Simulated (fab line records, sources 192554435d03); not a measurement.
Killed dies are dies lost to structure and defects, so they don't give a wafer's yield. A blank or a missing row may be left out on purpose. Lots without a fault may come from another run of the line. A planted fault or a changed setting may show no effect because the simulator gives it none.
Split-lot experiment | flow n5_finfet | 7 lots, 39 wafers read, on a route of 1938 steps

THE SPLIT
At N5_MOL_CONTACT_COAG_ETCH_110 (etches Si in CF4/O2, target depth 2.5 nm, time 8 s), the setting source_w was moved away from the recipe's 200 W on 12 of the 39 wafers read, by -9.2% to +17.8%. The other wafers ran this setting at the recipe's value.

The reading is taken at the split's own step.

THE READING
etch.depth_nm (the simulator's own value, which no gauge read), in nm, at N5_MOL_CONTACT_COAG_ETCH_110 (etches Si in CF4/O2, target depth 2.5 nm, time 8 s). The file gives no usual value for it. The 27 wafers here that ran the recipe average 2.498 nm, standard deviation 0.048 nm.

wafer  | tool, chamber at the split | source_w as run, W | against the recipe | etch.depth_nm, nm | against lot-mates on the recipe
L075.1 | rie_diel-04, 3             | 235.7              | +17.8%             | 2.858             | +0.385
L075.2 | rie_diel-04, 2             | 235.7              | +17.8%             | 3.013             | +0.540
L075.3 | rie_diel-04, 0             | 235.7              | +17.8%             | 2.839             | +0.366
L075.4 | rie_diel-04, 1             | 200                | recipe             | 2.478             | -
L075.5 | rie_diel-04, 0             | 200                | recipe             | 2.479             | -
L075.6 | rie_diel-04, 1             | 200                | recipe             | 2.463             | -
L076.1 | rie_diel-01, 3             | 200                | recipe             | 2.44              | -
L076.2 | rie_diel-01, 0             | 200                | recipe             | 2.468             | -
L076.3 | rie_diel-01, 2             | 200                | recipe             | 2.478             | -
L076.4 | rie_diel-01, 1             | 200                | recipe             | 2.506             | -
L076.5 | rie_diel-01, 0             | 200                | recipe             | 2.466             | -
L076.6 | rie_diel-01, 1             | 200                | recipe             | 2.482             | -
L083.1 | rie_diel-01, 3             | 217.2              | +8.6%              | 2.647             | +0.139
L083.2 | rie_diel-01, 0             | 200                | recipe             | 2.495             | -
L083.3 | rie_diel-01, 2             | 217.2              | +8.6%              | 2.684             | +0.176
L083.4 | rie_diel-01, 1             | 217.2              | +8.6%              | 2.712             | +0.204
L083.5 | rie_diel-01, 1             | 200                | recipe             | 2.512             | -
L083.6 | rie_diel-01, 2             | 200                | recipe             | 2.516             | -
L085.1 | rie_diel-01, 0             | 181.6              | -9.2%              | 2.289             | -0.184
L085.2 | rie_diel-01, 2             | 200                | recipe             | 2.485             | -
L085.3 | rie_diel-01, 3             | 181.6              | -9.2%              | 2.262             | -0.211
L085.4 | rie_diel-01, 1             | 200                | recipe             | 2.478             | -
L085.5 | rie_diel-01, 0             | 181.6              | -9.2%              | 2.283             | -0.190
L085.6 | rie_diel-01, 3             | 200                | recipe             | 2.455             | -
L093.1 | rie_diel-04, 2             | 200                | recipe             | 2.613             | -
L093.2 | rie_diel-04, 3             | 200                | recipe             | 2.477             | -
L093.5 | rie_diel-04, 2             | 200                | recipe             | 2.6               | -
L094.1 | rie_diel-04, 1             | 188.8              | -5.6%              | 2.362             | -0.175
L094.2 | rie_diel-04, 2             | 200                | recipe             | 2.595             | -
L094.3 | rie_diel-04, 0             | 200                | recipe             | 2.499             | -
L094.4 | rie_diel-04, 3             | 188.8              | -5.6%              | 2.371             | -0.166
L094.5 | rie_diel-04, 0             | 188.8              | -5.6%              | 2.364             | -0.173
L094.6 | rie_diel-04, 3             | 200                | recipe             | 2.517             | -
L096.1 | rie_diel-04, 1             | 200                | recipe             | 2.456             | -
L096.2 | rie_diel-04, 2             | 200                | recipe             | 2.603             | -
L096.3 | rie_diel-04, 3             | 200                | recipe             | 2.476             | -
L096.4 | rie_diel-04, 0             | 200                | recipe             | 2.48              | -
L096.5 | rie_diel-04, 0             | 200                | recipe             | 2.479             | -
L096.6 | rie_diel-04, 1             | 200                | recipe             | 2.451             | -

THE FIT
A straight line over all 39 wafers: etch.depth_nm changes by +0.0228 nm for each +1% of source_w; r = +0.95; the points scatter about the line by 0.047 nm.
The same after taking each lot's own level away (the mean of its wafers on the recipe; 39 wafers): +0.0235 nm for each +1%; r = +0.96; scatter 0.042 nm.
On that fit, the largest move of source_w shifts the reading by 0.42 nm.
The lots' own levels span 2.4727 to 2.5633 nm, that is 1.9 times the standard deviation above.
So the lot-to-lot level changes the slope little: the two slopes agree.
Check: with one of the wafers moved furthest among these (+17.8%) left out of the fit, the line predicts +0.425 nm for it against its lot-mates. It came out at +0.385 nm against them.

OTHER SPLITS ON THESE WAFERS
These wafers also went through other splits before the reading. Each is held against what the fit with the lots' levels taken away leaves over:
other split on the same wafers | wafers away from the commonest value | r with etch.depth_nm (lot level and that fit taken away)
N5_DUMMY_GATE_ETCH_42 bias_w   | 18                                   | +0.16
N5_HKMG_FIN_ETCH_31 bias_w     | 15                                   | -0.03

THE FILE'S OWN FIT
etch.depth_nm changes by +0.0234 nm for each +1% of source_w, r = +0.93.
